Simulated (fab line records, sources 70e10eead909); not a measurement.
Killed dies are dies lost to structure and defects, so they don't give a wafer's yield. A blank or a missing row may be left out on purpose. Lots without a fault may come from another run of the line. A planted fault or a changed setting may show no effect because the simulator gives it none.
fab line records | flow nand_harc
record lots=22 wafers=66 last_day=25
route steps=1159 shown A_CHANNEL_FILL_D1@492 A_STAIRCASE@532
lots that met no fault: from a run of the same line without faults
start_h: hours from the record's first day to the start of the lot's first wafer shown | wait_h: hours since the lot's step before | " the same as in the row above | L1.1+2: a row that stands for several wafers | - no value, or no start given | * or withheld: withheld | < > ~ a bound
route shown NAME@n: a module of which the file shows steps, and the number in the route of the first | usual: mean/standard deviation of fault-free wafers | same: alike in all rows | chamber/n: place in a boat | sites: the reading at each site | _std_site: their standard deviation | _edge_site: outer sites' mean less inner sites' | radius_mm: how far each site lies from the wafer's centre | mask NAME#n: copy n | behind: the tool/chamber that last shaped the wafer | hold: why the lot was held/for how many hours/how that ended | device: the transistor (n, p or np) that didn't switch | end of line: the same wafers' tests at the end of the route | a step without rows: its recipe alone | killed: dies lost to structure and defects at the first sort, not the wafer's yield | map: a wafer's dies, x killed, . not, _ none there
set.NAME: the setting as run; set.NAME@STEP: as run at that earlier step | model.NAME: the simulator's own value behind a step, which no gauge read
steps of the route over a sample of lots; a table a step, a row a wafer
services: from which hour (start_h, from the record's first day; less than 0 if before it) a tool's chamber was out of use, for how many hours, and why
## steps
# step NHARC_A_CHANNEL_FILL_D1_ALD_02
# recipe target_thk_a=60 pulse_time_s=10 ald_cycles=60 temp_c=300 material=SiO2
# usual heater_power_outer_w=254/28 heater_power_w=453/38 precursor_pulse_height_rel=1.001/0.021
# columns lot.wafer tool chamber start_h wait_h heater_power_outer_w heater_power_w precursor_pulse_height_rel
L074.1 ald_hk-04 0 179.48 - 264 429 1.051
L074.4 " 2 " " 221 434 1.019
L074.5 " 0 " " 268 427 0.997
L075.3 ald_hk-04 1 181.73 - 239 478 1.013
L075.1 " 2 " " 221 430 1.022
L075.6 " 1 " " 238 468 1.006
L076.2 ald_hk-04 3 196.97 - 288 500 1.002
L076.4 " 1 " " 215 444 0.967
L076.6 " 0 " " 271 419 1.004
L078.3 ald_hk-01 3 197.18 - 267 467 0.997
L078.1 " 0 " " 290 492 0.993
L078.4 " 2 " " 288 537 1.030
L077.4 ald_hk-02 1 201.21 - 220 450 0.989
L077.2 " 2 " " 238 448 0.997
L077.5 " 0 " " 250 408 1.002
L080.2 ald_hk-02 1 210.76 - 226 443 0.994
L080.5 " 3 " " 231 405 1.026
L080.6 " 0 " " 252 420 0.955
L079.2 ald_hk-01 3 212.58 - 266 484 1.019
L079.3 " 0 " " 295 492 1.010
L079.6 " 1 " " 240 460 1.035
L081.4 ald_hk-04 2 224.20 0.1 217 412 1.014
L081.1 " 3 " " 284 498 0.963
L081.6 " 3 " " 286 507 0.985
L082.2 ald_hk-04 2 231.03 - 217 415 0.994
L082.3 " 3 " " 288 507 0.984
L082.5 " 1 " " 220 436 0.990
L083.3 ald_hk-02 1 238.84 - 221 434 1.004
L083.2 " 3 " " 225 391 1.008
L083.1 " 0 " " 247 407 0.966
L084.2 ald_hk-01 2 242.02 - 291 530 0.979
L084.1 " 0 " " 277 471 1.004
L084.6 " 2 " " 295 514 1.016
L085.1 ald_hk-04 2 242.46 - 217 421 1.010
L085.3 " 3 " " 285 516 0.965
L085.6 " 0 " " 275 411 1.002
L086.4 ald_hk-04 2 266.37 - 221 404 1.001
L086.1 " 1 " " 227 426 0.966
L086.6 " 3 " " 291 493 1.022
L087.4 ald_hk-01 3 266.62 - 251 453 1.023
L087.3 " 0 " " 274 471 0.987
L087.5 " 3 " " 248 442 1.014
L088.1 ald_hk-04 1 274.34 - 225 443 1.020
L088.3 " 2 " " 219 410 0.990
L088.6 " 0 " " 279 421 0.983
L090.3 ald_hk-01 2 283.00 - 288 533 0.967
L090.1 " 0 " " 272 471 0.973
L090.6 " 3 " " 245 457 1.010
L092.3 ald_hk-02 2 293.40 - 245 459 0.996
L092.1 " 0 " " 252 412 1.015
L092.6 " 2 " " 243 455 1.037
L094.3 ald_hk-04 2 302.96 - 220 410 0.978
L094.1 " 3 " " 288 505 1.034
L094.5 " 3 " " 292 507 1.016
L093.4 ald_hk-01 2 303.79 - 298 527 1.004
L093.2 " 3 " " 247 452 0.972
L093.5 " 0 " " 273 454 1.013
L096.1 ald_hk-04 0 314.01 - 277 422 1.030
L096.5 " 3 " " 298 502 1.022
L096.6 " 0 " " 279 420 1.004
L095.1 ald_hk-04 2 318.20 - 222 402 0.957
L095.3 " 3 " " 283 502 0.998
L095.2 " 0 " " 272 424 1.005
L097.3 ald_hk-04 0 327.48 - 272 415 1.037
L097.2 " 2 " " 222 415 0.991
L097.5 " 0 " " 275 420 1.029
# step NHARC_A_CHANNEL_FILL_D1_CMP_10
# recipe target_thk_nm=150
# usual edge_zone_pressure_frac=1.000/0.0049 motor_current_A=12.3/1.4 slurry_filter_dp_kPa=13.49/0.14 time_to_endpoint_s=15.0/2.2
# columns lot.wafer tool chamber start_h wait_h edge_zone_pressure_frac motor_current_A slurry_filter_dp_kPa time_to_endpoint_s
L075.3 cmp-04 2 228.25 0.4 1.002 13.3 13.61 14.5
L075.1 " 3 " " 1.001 13.5 13.44 15.4
L075.6 " 0 " " 1.004 10.4 13.08 14.0
L074.1 cmp-04 1 228.35 0.5 0.990 11.0 13.58 13.6
L074.4 " 2 " " 1.003 13.0 13.46 13.7
L074.5 " 2 " " 0.995 13.2 13.28 13.5
L078.4 cmp-02 3 244.38 0.4 0.999 11.9 13.40 16.4
L078.1 " 0 " " 1.002 10.4 13.58 17.8
L078.3 " 1 " " 0.996 12.4 13.40 18.2
L076.2 cmp-03 1 248.05 0.4 1.000 13.7 13.53 20.7
L076.4 " 3 " " 0.999 11.9 13.51 14.9
L076.6 " 0 " " 0.999 14.3 13.46 15.6
L077.2 cmp-02 1 250.83 0.4 1.007 13.2 13.47 16.3
L077.4 " 2 " " 1.001 12.7 13.62 15.7
L077.5 " 1 " " 1.006 12.0 13.36 14.6
L080.2 cmp-02 0 261.50 0.4 1.000 10.7 13.51 18.8
L080.5 " 0 " " 0.998 10.9 13.40 20.1
L080.6 " 1 " " 1.004 12.3 13.53 18.0
L079.2 cmp-04 3 261.55 0.4 0.994 13.4 13.45 12.7
L079.3 " 0 " " 0.994 10.3 13.46 9.6
L079.6 " 1 " " 1.004 10.7 13.56 12.2
L081.4 cmp-03 3 274.09 0.4 0.993 11.2 13.63 13.7
L081.1 " 1 " " 0.990 13.4 13.64 19.2
L081.6 " 2 " " 0.999 13.8 13.53 13.9
L082.2 cmp-02 1 282.23 0.4 1.001 12.3 13.59 13.4
L082.3 " 0 " " 1.001 10.6 13.47 14.8
L082.5 " 1 " " 1.002 12.0 13.60 15.5
L085.3 cmp-04 2 288.65 0.4 1.002 13.6 13.37 12.1
L085.1 " 0 " " 1.004 10.6 13.46 13.0
L085.6 " 1 " " 1.008 11.2 13.48 11.6
L083.2 cmp-03 0 288.65 0.4 0.994 14.3 13.44 14.6
L083.3 " 1 " " 0.999 12.8 13.30 21.3
L083.1 " 2 " " 0.999 13.8 13.47 15.8
L084.2 cmp-02 1 288.67 0.4 1.001 12.6 13.54 14.1
L084.1 " 2 " " 0.995 13.8 13.45 14.2
L084.6 " 0 " " 1.003 10.7 13.75 13.8
L087.4 cmp-04 1 318.17 0.4 1.004 10.9 13.52 16.8
L087.3 " 2 " " 1.000 13.7 13.36 14.6
L087.5 " 0 " " 1.003 10.9 13.42 15.6
L086.4 cmp-02 3 318.20 0.4 0.988 11.6 13.56 14.8
L086.1 " 0 " " 0.993 10.1 13.53 17.3
L086.6 " 2 " " 0.990 13.2 13.75 14.9
L088.3 cmp-04 1 321.17 0.4 0.996 10.9 13.74 12.5
L088.1 " 3 " " 1.009 13.9 13.40 10.8
L088.6 " 0 " " 1.000 10.8 13.60 10.0
L090.3 cmp-04 2 330.10 0.4 1.005 12.9 13.50 19.9
L090.1 " 3 " " 1.000 14.0 13.52 15.5
L090.6 " 2 " " 0.996 13.0 13.59 17.2
L092.1 cmp-02 2 342.75 0.4 1.002 13.2 13.42 16.9
L092.3 " 0 " " 0.996 10.0 13.39 13.6
L092.6 " 3 " " 1.003 11.2 13.77 12.5
L093.2 cmp-04 0 353.34 0.4 0.988 10.6 13.41 17.2
L093.4 " 2 " " 1.000 12.3 13.69 15.1
L093.5 " 0 " " 0.997 10.7 13.51 14.3
L094.3 cmp-02 1 353.34 0.4 0.999 12.8 13.38 13.6
L094.1 " 3 " " 0.991 11.3 13.56 12.8
L094.5 " 2 " " 0.998 13.8 13.46 12.9
L096.1 cmp-04 1 362.72 0.4 0.997 11.0 13.61 14.0
L096.5 " 3 " " 1.010 13.9 13.43 12.8
L096.6 " 0 " " 1.005 10.4 13.59 13.7
L095.2 cmp-03 3 366.90 0.4 0.998 10.9 13.50 15.0
L095.1 " 0 " " 1.003 14.7 13.65 15.7
L095.3 " 1 " " 1.007 13.3 13.55 17.8
L097.2 cmp-03 1 381.98 0.4 1.001 14.0 13.43 16.5
L097.3 " 3 " " 1.006 11.5 13.65 14.2
L097.5 " 2 " " 0.996 14.2 13.59 14.3
# step NHARC_A_STAIRCASE_ETCH_170
# recipe target_depth_a=2000 time_s=66.667 ion_energy_ev=250 c4f6_flow_sccm=25 o2_flow_sccm=20 ar_flow_sccm=500 rf_w=600 bias_w=500 chemistry=C4F6/O2
# usual bias_w=500.1/1.6 drypump_motor_current_A=6.0/0.39 oes_product_au=0.966/0.02 rf_vpp_V=548/3.3 showerhead_plenum_p_Torr=3.98/0.15 throttle_valve_pct=26.903/0.0091
# columns lot.wafer tool chamber start_h wait_h bias_w drypump_motor_current_A oes_product_au rf_hours_counter_h rf_vpp_V showerhead_plenum_p_Torr throttle_valve_pct
L075.3 rie_diel-06 2 - - 500.6 6.5 0.966 61 549 4.00 26.902
L075.1 " 3 " " 500.5 5.7 0.966 62 548 4.01 26.904
L075.6 " 3 " " 497.6 5.7 0.958 - 549 4.01 26.894
L074.4 rie_diel-06 2 - - 502.2 6.5 0.952 61 549 4.00 26.903
L074.1 " 1 " " 499.1 6.2 0.926 57 547 3.91 26.907
L074.5 " 3 " " 503.1 5.8 0.956 - 547 4.01 26.906
L078.3 rie_diel-07 0 - - 501.3 6.3 0.975 5 552 4.10 26.902
L078.1 " 1 " " 501.1 5.5 0.987 5 544 3.89 26.914
L078.4 " 2 " " 499.6 6.0 0.965 4 552 4.18 26.904
L076.2 rie_diel-07 2 - - 501.0 6.0 0.992 5 555 4.18 26.890
L076.4 " 1 " " 501.3 5.4 1.009 6 545 3.89 26.909
L076.6 " 3 " " 500.3 5.4 0.966 - 551 4.10 26.897
L077.2 rie_diel-02 0 - - 499.2 5.7 0.946 39 540 3.65 26.892
L077.4 " 1 " " 499.6 6.7 0.954 35 549 4.09 26.910
L077.5 " 3 " " 499.6 5.9 0.965 - 542 3.66 26.897
L079.2 rie_diel-06 0 - - 498.2 6.4 0.970 6 544 3.75 26.881
L079.3 " 1 " " 499.9 6.3 0.988 6 548 3.91 26.906
L079.6 " 3 " " 498.1 5.7 0.971 - 548 4.01 26.906
L080.2 rie_diel-07 3 - - 498.8 5.5 0.967 11 549 4.09 26.897
L080.6 " 3 " " 500.3 5.5 0.970 - 551 4.09 26.901
L080.5 " 0 " " 498.8 6.3 0.977 - 552 4.09 26.923
L081.4 rie_diel-02 2 - - 501.9 6.3 0.930 47 547 4.01 26.894
L081.1 " 3 " " 499.6 5.9 0.924 50 542 3.65 26.902
L081.6 " 1 " " 499.6 6.7 0.946 - 551 4.08 26.905
L082.2 rie_diel-07 0 - - 498.6 6.3 0.973 16 549 4.09 26.891
L082.3 " 2 " " 497.9 6.0 0.996 16 553 4.18 26.915
L082.5 " 0 " " 499.6 6.3 0.980 - 551 4.09 26.901
L083.2 rie_diel-07 3 - - 500.2 5.4 0.945 18 550 4.09 26.913
L083.1 " 0 " " 501.0 6.3 0.973 19 551 4.09 26.919
L083.3 " 2 " " 500.6 6.0 0.962 17 553 4.17 26.903
L085.3 rie_diel-06 1 - - 495.8 6.3 0.988 16 547 3.90 26.908
L085.1 " 3 " " 499.5 5.8 0.986 16 549 4.00 26.902
L085.6 " 3 " " 500.9 5.8 0.981 - 550 4.00 26.916
L084.2 rie_diel-07 3 - - 499.9 5.5 0.976 18 550 4.09 26.900
L084.1 " 0 " " 500.1 6.3 1.000 19 550 4.09 26.896
L084.6 " 2 " " 498.5 6.1 0.989 - 552 4.18 26.897
L087.4 rie_diel-06 1 - - 501.0 6.2 0.972 25 546 3.90 26.903
L087.3 " 2 " " 499.8 6.4 0.962 21 548 3.99 26.906
L087.5 " 0 " " 503.2 6.3 1.002 - 542 3.74 26.921
L086.1 rie_diel-07 1 - - 500.0 5.4 0.973 25 546 3.88 26.897
L086.4 " 3 " " 502.9 5.5 0.966 29 550 4.08 26.903
L086.6 " 2 " " 498.9 6.0 0.967 - 552 4.17 26.890
L088.1 rie_diel-02 3 - - 501.8 5.9 0.940 66 540 3.64 26.888
L088.3 " 0 " " 498.8 5.7 0.930 63 541 3.64 26.901
L088.6 " 2 " " 500.0 6.3 0.926 - 549 4.00 26.893
L090.3 rie_diel-07 1 - - 500.9 5.4 0.984 28 545 3.88 26.896
L090.1 " 0 " " 500.9 6.3 0.989 34 550 4.08 26.909
L090.6 " 1 " " 501.3 5.5 0.993 - 546 3.88 26.921
L092.1 rie_diel-06 2 - - 499.6 6.4 0.960 30 548 3.98 26.903
L092.3 " 3 " " 500.9 5.7 0.974 37 548 3.99 26.895
L092.6 " 3 " " 499.0 5.7 0.976 - 547 3.99 26.894
L093.4 rie_diel-07 0 - - 499.3 6.3 0.982 45 550 4.07 26.889
L093.2 " 1 " " 501.1 5.5 0.984 37 545 3.87 26.892
L093.5 " 1 " " 499.7 5.4 0.984 - 545 3.87 26.893
L094.3 rie_diel-07 0 - - 501.6 6.3 0.975 45 549 4.07 26.906
L094.1 " 3 " " 498.1 5.4 0.948 43 550 4.08 26.918
L094.5 " 1 " " 501.6 5.5 0.969 - 546 3.87 26.906
L096.1 rie_diel-07 3 - - 498.2 5.5 0.927 47 552 4.07 26.900
L096.6 " 2 " " 501.7 6.0 0.957 - 552 4.16 26.893
L096.5 " 3 " " 500.3 5.5 0.941 - 550 4.07 26.908
L095.1 rie_diel-06 3 - - 500.4 5.8 0.984 44 549 3.98 26.891
L095.2 " 0 " " 501.0 6.4 0.977 45 543 3.73 26.907
L095.3 " 2 " " 500.3 6.4 0.965 38 547 3.98 26.909
L097.3 rie_diel-06 1 - - 500.0 6.3 0.958 47 545 3.88 26.896
L097.2 " 0 " " 497.6 6.4 0.957 48 544 3.73 26.914
L097.5 " 2 " " 502.0 6.4 0.928 - 547 3.97 26.901
# step NHARC_A_STAIRCASE_TRIM_189
# recipe time_s=211.2 o2_flow_sccm=500 ar_flow_sccm=0 bias_w=0 chemistry=O2
# usual drypump_motor_current_A=6.1/0.37 oes_product_au=0.999/0.011 rf_vpp_V=57.9/1 showerhead_plenum_p_Torr=3.57/0.14 throttle_valve_pct=17.035/0.0087
# same bias_w=0
# columns lot.wafer tool chamber start_h wait_h drypump_motor_current_A oes_product_au rf_hours_counter_h rf_vpp_V showerhead_plenum_p_Torr throttle_valve_pct
L075.3 rie_diel-06 1 236.35 - 6.3 0.984 59 58.7 3.52 17.029
L075.1 " 2 " " 6.5 1.008 63 58.1 3.60 17.038
L075.6 " 0 " " 6.4 1.007 - 58.3 3.37 17.036
L074.4 rie_diel-06 3 - - 5.8 0.995 65 59.5 3.61 17.028
L074.1 " 1 " " 6.3 1.001 60 57.1 3.52 17.021
L074.5 " 2 " " 6.5 1.003 - 58.1 3.60 17.046
L078.1 rie_diel-06 2 - - 6.4 0.986 3 57.5 3.60 17.047
L078.4 " 0 " " 6.4 1.008 2 56.4 3.37 17.038
L078.3 " 1 " " 6.3 1.006 3 58.4 3.51 17.031
L076.4 rie_diel-06 0 - - 6.4 0.997 3 56.1 3.37 17.035
L076.2 " 3 " " 5.7 1.001 3 58.8 3.60 17.043
L076.6 " 1 " " 6.3 1.005 - 58.7 3.51 17.040
L077.4 rie_diel-06 0 - - 6.4 1.011 5 57.6 3.37 17.031
L077.2 " 1 " " 6.2 1.002 5 57.4 3.51 17.021
L077.5 " 0 " " 6.3 1.018 - 57.8 3.37 17.040
L079.3 rie_diel-06 3 - - 5.7 1.001 7 58.0 3.60 17.038
L079.2 " 0 " " 6.3 1.005 8 58.4 3.37 17.034
L079.6 " 2 " " 6.4 0.980 - 59.8 3.59 17.050
L080.2 rie_diel-07 1 - - 5.4 1.017 12 56.7 3.49 17.046
L080.5 " 0 " " 6.3 0.999 - 57.8 3.69 17.039
L080.6 " 1 " " 5.4 1.025 - 58.1 3.49 17.042
L081.4 rie_diel-02 1 - - 6.7 1.000 46 58.9 3.67 17.035
L081.1 " 2 " " 6.2 0.997 50 57.7 3.60 17.048
L081.6 " 3 " " 5.8 0.996 - 57.0 3.28 17.034
L082.3 rie_diel-02 2 - - 6.3 0.986 52 58.7 3.60 17.030
L082.2 " 3 " " 5.9 0.975 54 55.9 3.28 17.033
L082.5 " 2 " " 6.3 0.985 - 57.8 3.60 17.036
L083.1 rie_diel-06 0 - - 6.4 1.009 21 57.3 3.36 17.037
L083.2 " 1 " " 6.3 1.003 20 57.4 3.51 17.025
L083.3 " 2 " " 6.5 0.990 15 58.1 3.59 17.020
L085.1 rie_diel-07 3 - - 5.5 0.992 22 57.3 3.68 17.040
L085.3 " 0 " " 6.3 1.019 23 58.1 3.68 17.030
L085.6 " 3 " " 5.5 0.993 - 57.3 3.68 17.033
L084.2 rie_diel-02 3 - - 5.9 0.987 58 57.9 3.27 17.032
L084.1 " 0 " " 5.7 0.978 58 57.6 3.27 17.044
L084.6 " 1 " " 6.7 0.992 - 57.1 3.67 17.040
L086.1 rie_diel-07 0 - - 6.3 0.999 32 56.5 3.67 17.048
L086.4 " 1 " " 5.5 1.010 26 58.0 3.49 17.018
L086.6 " 0 " " 6.3 1.005 - 57.5 3.67 17.041
L087.4 rie_diel-02 2 - - 6.3 0.982 65 58.5 3.59 17.027
L087.3 " 3 " " 5.9 0.990 67 56.4 3.27 17.044
L087.5 " 3 " " 5.9 1.001 - 57.4 3.27 17.028
L088.3 rie_diel-06 3 - - 5.7 0.995 28 57.9 3.59 17.031
L088.1 " 0 " " 6.4 1.008 28 58.0 3.36 17.043
L088.6 " 1 " " 6.3 0.997 - 58.8 3.50 17.040
L090.1 rie_diel-07 0 - - 6.3 1.010 39 58.3 3.67 17.032
L090.3 " 2 " " 6.0 1.011 35 58.1 3.75 17.025
L090.6 " 3 " " 5.5 0.990 - 59.3 3.67 17.039
L092.3 rie_diel-07 2 - - 6.0 0.998 40 58.3 3.75 17.026
L092.1 " 3 " " 5.5 0.996 41 58.5 3.67 17.038
L092.6 " 3 " " 5.5 0.995 - 57.9 3.67 17.026
L093.2 rie_diel-02 2 - - 6.3 1.003 11 56.9 3.59 17.026
L093.4 " 3 " " 5.9 0.994 - 59.8 3.80 17.030
L093.5 " 1 " " 6.7 0.997 - 57.6 3.66 17.026
L094.1 rie_diel-02 2 - - 6.3 0.992 12 56.4 3.59 17.041
L094.3 " 3 " " 5.8 0.999 12 58.1 3.80 17.022
L094.5 " 1 " " 6.7 1.014 - 57.5 3.66 17.032
L096.1 rie_diel-07 3 - - 5.5 0.992 49 58.2 3.66 17.024
L096.6 " 1 " " 5.5 1.008 - 58.6 3.48 17.034
L096.5 " 2 " " 6.0 0.998 - 57.8 3.74 17.042
L095.3 rie_diel-02 2 - - 6.3 0.989 16 57.7 3.59 17.033
L095.1 " 3 " " 5.9 0.987 16 57.3 3.80 17.035
L095.2 " 0 " " 5.7 0.967 1 58.6 3.81 17.046
L097.2 rie_diel-06 1 - - 6.3 1.009 51 59.1 3.49 17.023
L097.3 " 2 " " 6.4 0.990 46 57.5 3.57 17.032
L097.5 " 0 " " 6.3 1.026 - 56.5 3.34 17.032
# step NHARC_A_STAIRCASE_TRIM_235
# recipe time_s=211.2 o2_flow_sccm=500 ar_flow_sccm=0 bias_w=0 chemistry=O2
# usual drypump_motor_current_A=6.1/0.39 oes_product_au=0.999/0.011 rf_vpp_V=57.9/0.89 showerhead_plenum_p_Torr=3.58/0.14 throttle_valve_pct=17.036/0.0076
# same bias_w=0
# columns lot.wafer tool chamber start_h wait_h drypump_motor_current_A oes_product_au rf_hours_counter_h rf_vpp_V showerhead_plenum_p_Torr throttle_valve_pct
L075.3 rie_diel-02 1 - - 6.7 0.998 30 59.2 3.68 17.033
L075.1 " 2 " " 6.2 0.992 35 58.0 3.61 17.032
L075.6 " 1 " " 6.7 0.998 - 57.7 3.68 17.022
L074.1 rie_diel-07 0 - - 6.3 1.006 2 60.1 3.69 17.034
L074.4 " 3 " " 5.4 0.987 2 58.3 3.69 17.042
L074.5 " 0 " " 6.3 1.004 - 57.7 3.69 17.030
L078.1 rie_diel-02 2 - - 6.3 0.991 42 56.9 3.61 17.040
L078.4 " 3 " " 5.8 0.986 44 56.7 3.28 17.039
L078.3 " 0 " " 5.7 0.981 44 57.4 3.27 17.037
L076.4 rie_diel-06 0 - - 6.3 1.007 6 56.8 3.37 17.036
L076.2 " 3 " " 5.7 0.990 5 58.4 3.60 17.037
L076.6 " 0 " " 6.3 1.003 - 59.0 3.37 17.030
L077.4 rie_diel-06 3 - - 5.7 0.989 6 56.3 3.60 17.028
L077.2 " 0 " " 6.3 0.996 6 56.3 3.37 17.034
L077.5 " 3 " " 5.7 0.999 - 59.4 3.60 17.035
L079.3 rie_diel-07 3 - - 5.4 0.990 14 57.9 3.68 17.044
L079.2 " 1 " " 5.5 1.015 14 57.9 3.49 17.044
L079.6 " 2 " " 6.0 0.999 - 58.4 3.76 17.033
L080.2 rie_diel-07 0 - - 6.3 1.008 15 59.2 3.68 17.042
L080.6 " 2 " " 6.0 1.007 - 58.2 3.76 17.037
L080.5 " 3 " " 5.5 0.979 - 59.5 3.68 17.031
L081.1 rie_diel-02 3 - - 5.8 0.989 53 57.7 3.28 17.053
L081.4 " 1 " " 6.7 0.991 48 58.4 3.67 17.041
L081.6 " 2 " " 6.3 0.984 - 59.0 3.60 17.039
L082.2 rie_diel-02 3 - - 5.8 0.996 58 57.2 3.27 17.031
L082.3 " 0 " " 5.7 0.978 57 56.8 3.27 17.017
L082.5 " 1 " " 6.7 0.993 - 57.5 3.67 17.033
L083.2 rie_diel-07 0 - - 6.3 1.016 25 58.1 3.68 17.039
L083.1 " 2 " " 6.0 0.990 24 58.4 3.76 17.041
L083.3 " 3 " " 5.5 0.987 25 59.4 3.68 17.042
L085.3 rie_diel-06 3 - - 5.7 1.004 22 58.5 3.59 17.030
L085.1 " 2 " " 6.4 0.994 17 57.4 3.59 17.042
L085.6 " 3 " " 5.8 1.002 - 59.0 3.59 17.020
L084.1 rie_diel-07 0 - - 6.3 1.007 26 57.6 3.68 17.025
L084.2 " 1 " " 5.4 1.014 19 57.1 3.49 17.046
L084.6 " 2 " " 6.1 1.003 - 58.0 3.76 17.030
L086.4 rie_diel-06 3 - - 5.7 0.996 30 57.5 3.59 17.029
L086.1 " 2 " " 6.4 0.990 24 57.5 3.58 17.038
L086.6 " 3 " " 5.8 1.001 - 57.7 3.59 17.036
L087.4 rie_diel-06 0 - - 6.4 1.012 30 56.4 3.36 17.030
L087.3 " 1 " " 6.3 1.010 29 57.7 3.50 17.052
L087.5 " 2 " " 6.4 0.992 - 58.3 3.58 17.047
L088.3 rie_diel-06 2 - - 6.4 0.994 25 59.3 3.58 17.025
L088.1 " 3 " " 5.7 1.011 31 58.1 3.59 17.040
L088.6 " 2 " " 6.4 0.994 - 58.1 3.58 17.037
L090.3 rie_diel-07 2 - - 6.0 0.992 38 59.2 3.75 17.024
L090.1 " 0 " " 6.3 1.010 42 56.1 3.67 17.019
L090.6 " 2 " " 6.0 1.005 - 58.7 3.75 17.022
L092.3 rie_diel-02 1 - - 6.7 1.013 8 57.9 3.66 17.042
L092.1 " 2 " " 6.3 1.005 8 57.7 3.59 17.040
L092.6 " 2 " " 6.3 1.000 - 57.6 3.59 17.025
L093.2 rie_diel-07 2 - - 6.1 0.995 46 57.9 3.74 17.045
L093.4 " 0 " " 6.3 1.012 52 58.0 3.66 17.021
L093.5 " 2 " " 6.1 1.000 - 59.2 3.74 17.036
L094.3 rie_diel-06 0 - - 6.3 0.999 45 58.1 3.35 17.031
L094.1 " 1 " " 6.3 0.989 43 56.9 3.49 17.042
L094.5 " 3 " " 5.7 0.993 - 57.9 3.58 17.038
L096.1 rie_diel-06 0 - - 6.3 1.007 47 57.3 3.35 17.044
L096.5 " 0 " " 6.3 1.015 - 58.2 3.35 17.041
L096.6 " 1 " " 6.3 1.009 - 58.0 3.49 17.037
L095.2 rie_diel-02 0 - - 5.7 0.981 4 58.8 3.81 17.046
L095.1 " 1 " " 6.7 1.007 18 59.2 3.66 17.020
L095.3 " 2 " " 6.3 0.993 18 58.4 3.58 17.031
L097.3 rie_diel-02 1 399.35 - 6.7 1.012 25 57.5 3.65 17.029
L097.2 " 3 " " 5.9 0.992 28 58.8 3.79 17.037
L097.5 " 1 " " 6.7 0.997 - 58.8 3.65 17.041
# step NHARC_A_STAIRCASE_ETCH_253
# recipe target_depth_a=500 time_s=20.2 ion_energy_ev=400 c4f8_flow_sccm=20 o2_flow_sccm=10 ar_flow_sccm=withheld rf_w=600 bias_w=1000 chemistry=C4F8/O2
# usual bias_w=1000/3.2 oes_product_au=0.947/0.02 rf_vpp_V=897/6.1
# columns lot.wafer tool chamber start_h wait_h bias_w oes_product_au rf_hours_counter_h rf_vpp_V
L075.1 rie_diel-07 3 243.73 0.1 1004 0.948 2 903
L075.3 " 0 " " 1006 0.969 2 902
L075.6 " 2 " " 1003 0.944 - 903
L074.4 rie_diel-07 0 247.66 1.5 1001 0.944 5 902
L074.1 " 3 " " 1005 0.919 4 900
L074.5 " 0 " " 1001 0.936 - 900
L078.1 rie_diel-06 1 263.56 0.1 1005 0.977 6 897
L078.3 " 2 " " 1007 0.945 6 898
L078.4 " 0 " " 1002 0.977 6 892
L076.2 rie_diel-02 3 264.82 0.1 997 0.924 45 887
L076.4 " 1 " " 998 0.926 40 903
L076.6 " 0 " " 1001 0.897 - 888
L077.4 rie_diel-07 1 266.91 0.1 1001 0.969 11 894
L077.2 " 3 " " 1002 0.942 11 901
L077.5 " 1 " " 995 0.957 - 895
L079.2 rie_diel-02 3 276.50 0.1 998 0.945 50 886
L079.3 " 1 " " 1001 0.974 44 901
L079.6 " 0 " " 999 0.943 - 886
L080.2 rie_diel-02 2 279.72 0.1 1004 0.958 48 897
L080.6 " 3 " " 997 0.952 - 886
L080.5 " 0 " " 1003 0.945 - 886
L081.1 rie_diel-07 2 289.94 0.1 1005 0.978 17 906
L081.4 " 3 " " 1000 0.956 - 901
L081.6 " 0 " " 1004 0.981 - 902
L082.2 rie_diel-02 0 298.64 0.1 1000 0.919 57 886
L082.3 " 1 " " 996 0.944 53 899
L082.5 " 0 " " 1005 0.924 - 886
L083.3 rie_diel-06 2 306.06 0.1 1004 0.963 18 899
L083.2 " 3 " " 1000 0.967 22 899
L083.1 " 0 " " 999 0.986 23 890
L085.1 rie_diel-02 0 307.09 0.1 998 0.970 61 886
L085.3 " 2 " " 998 0.946 61 900
L085.6 " 0 " " 1002 0.969 - 886
L084.2 rie_diel-02 1 308.42 0.5 1002 0.920 56 901
L084.1 " 2 " " 1000 0.921 61 898
L084.6 " 2 " " 996 0.919 - 899
L086.1 rie_diel-06 3 333.61 0.1 1001 0.932 31 896
L086.4 " 0 " " 997 0.951 31 890
L086.6 " 3 " " 1000 0.936 - 898
L087.3 rie_diel-06 1 333.72 0.2 1000 0.943 30 895
L087.4 " 2 " " 999 0.929 25 898
L087.5 " 1 " " 1000 0.939 - 895
L088.3 rie_diel-02 1 336.98 0.1 999 0.949 0 900
L088.1 " 2 " " 999 0.928 0 899
L088.6 " 3 " " 1002 0.939 - 906
L090.1 rie_diel-07 3 347.96 0.1 1008 0.924 41 902
L090.3 " 0 " " 999 0.946 43 900
L090.6 " 3 " " 997 0.938 - 902
L092.3 rie_diel-06 2 360.71 0.3 1003 0.910 35 898
L092.1 " 0 " " 1002 0.920 41 889
L092.6 " 1 " " 999 0.924 - 894
L093.4 rie_diel-06 1 370.75 0.1 1001 0.956 43 893
L093.2 " 2 " " 999 0.939 39 898
L093.5 " 1 " " 996 0.950 - 895
L094.1 rie_diel-07 0 372.46 0.2 998 0.928 54 899
L094.3 " 1 " " 1003 0.926 45 895
L094.5 " 0 " " 1000 0.930 - 901
L096.1 rie_diel-07 1 378.52 0.1 1000 0.973 47 894
L096.6 " 0 " " 995 0.965 - 901
L096.5 " 1 " " 1007 0.975 - 894
L095.1 rie_diel-07 0 383.53 0.1 1000 0.963 57 901
L095.2 " 1 " " 1000 0.976 48 894
L095.3 " 2 " " 999 0.973 50 904
L097.3 rie_diel-02 1 401.45 0.1 999 0.926 26 900
L097.2 " 2 " " 995 0.926 28 899
L097.5 " 1 " " 996 0.933 - 900
## services
# columns tool chamber start_h hours kind
rie_diel-07 2 162.71 6.0 repair
rie_diel-02 1 175.79 11.4 repair
rie_diel-02 2 179.03 4.7 repair
rie_diel-06 1 183.57 9.1 repair
cmp-02 - 185.88 1.1 repair
ald_hk-04 - 186.00 10.0 pm
cmp-04 - 204.22 4.0 pm
rie_diel-07 1 209.74 2.7 repair
cmp-02 - 226.61 4.0 pm
rie_diel-07 - 228.23 9.0 pm
rie_diel-06 - 241.20 9.0 pm
cmp-02 - 284.55 0.6 repair
rie_diel-07 1 287.55 13.4 repair
rie_diel-06 2 289.33 6.8 repair
cmp-04 - 302.22 4.0 pm
rie_diel-02 0 318.79 4.1 repair
cmp-02 - 324.61 4.0 pm
rie_diel-02 - 327.76 9.0 pm
rie_diel-06 3 360.12 2.1 repair
cmp-04 - 363.14 9.0 repair
ald_hk-04 - 364.00 10.0 pm
cmp-02 - 374.24 0.5 repair
rie_diel-07 - 396.21 0.8 repair
cmp-04 - 400.22 4.0 pm
## key
fault none
